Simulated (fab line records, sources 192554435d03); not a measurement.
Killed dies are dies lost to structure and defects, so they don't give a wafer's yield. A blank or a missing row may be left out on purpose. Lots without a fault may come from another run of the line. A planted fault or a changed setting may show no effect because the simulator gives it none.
One fault seen from 2 desks | flow n5_finfet | each desk has only its own numbers; what lay behind them comes last

THE TOOL OWNER'S DESK: plasma_asher-01
The tool's own readings at N5_GATE_CUT_STRIP_21 (strips in N2/H2, time 30 s): means of the sampled wafers that have a number, for each lot that ran on this tool. A lot is out of limits, marked OUT, if its mean lies more than 4 standard deviations from the usual mean; the brackets give that distance.
Columns: A = drypump_motor_current_A at N5_GATE_CUT_STRIP_21, usual 5.8 A; B = h2_flow_sccm at N5_GATE_CUT_STRIP_21, usual 3250 sccm; C = heater_power_w at N5_GATE_CUT_STRIP_21, usual 342 W; D = temp_c at N5_GATE_CUT_STRIP_21, usual 250.00 C
lot  | first seen here | A   | B    | C   | D
L429 | day 5 12:32     | 6.3 | 3249 | 331 | 250.18
L432 | day 6 08:07     | 6.4 | 3252 | 331 | 249.86
L439 | day 7 22:52     | 6.3 | 3245 | 324 | 249.98
This desk's finding: nothing out of limits on any of the 3 lots.

THE METROLOGY DESK
What the gauges read, lot by lot, whatever tool the lot ran on: means of the sampled wafers that have a number. A lot is out of limits, marked OUT, if its mean lies more than 4 standard deviations from the usual mean; the brackets give that distance. Of its 10 readings 7 are shown: those that lie furthest out on some lot.
Columns: A = DIBL_N at N5_BEOL_M4_RC_MEAS_101, usual 36.4 mV/V; B = IOFF_P at N5_BEOL_M4_RC_MEAS_101, usual 0.21 nA/um; C = ION_N at N5_BEOL_M4_RC_MEAS_101, usual 673 uA/um; D = ION_P at N5_BEOL_M4_RC_MEAS_101, usual 461 uA/um; E = SS_N at N5_BEOL_M4_RC_MEAS_101, usual 71.6 mV/dec; F = VT_N at N5_BEOL_M4_RC_MEAS_101, usual 249.4 mV; G = VT_P at N5_BEOL_M4_RC_MEAS_101, usual -250 mV
lot  | first seen here | A    | B    | C   | D   | E    | F     | G
L429 | day 9 00:22     | 36.4 | 0.24 | 665 | 466 | 71.6 | 250.5 | -246
L431 | day 9 07:05     | 37.1 | 0.24 | 676 | 467 | 71.7 | 249.7 | -246
L432 | day 9 17:22     | 34.6 | 0.20 | 659 | 453 | 71.7 | 252.3 | -253
L433 | day 9 20:26     | 35.8 | 0.23 | 670 | 464 | 71.7 | 248.0 | -247
L439 | day 11 17:55    | 36.1 | 0.23 | 678 | 464 | 71.6 | 247.9 | -246
L443 | day 11 22:14    | 36.0 | 0.18 | 668 | 455 | 71.3 | 250.2 | -255
L442 | day 12 02:36    | 35.5 | 0.20 | 680 | 465 | 70.9 | 248.5 | -250
L444 | day 12 19:30    | 36.9 | 0.21 | 673 | 460 | 72.1 | 251.2 | -251
L448 | day 13 18:05    | 38.1 | 0.25 | 674 | 463 | 71.7 | 249.6 | -245
This desk's finding: nothing out of limits on any of the 9 lots.

PUT TOGETHER
The tool owner's desk saw nothing out of limits.
The metrology desk saw nothing out of limits.

WHAT THE SIMULATOR HAD PUT IN
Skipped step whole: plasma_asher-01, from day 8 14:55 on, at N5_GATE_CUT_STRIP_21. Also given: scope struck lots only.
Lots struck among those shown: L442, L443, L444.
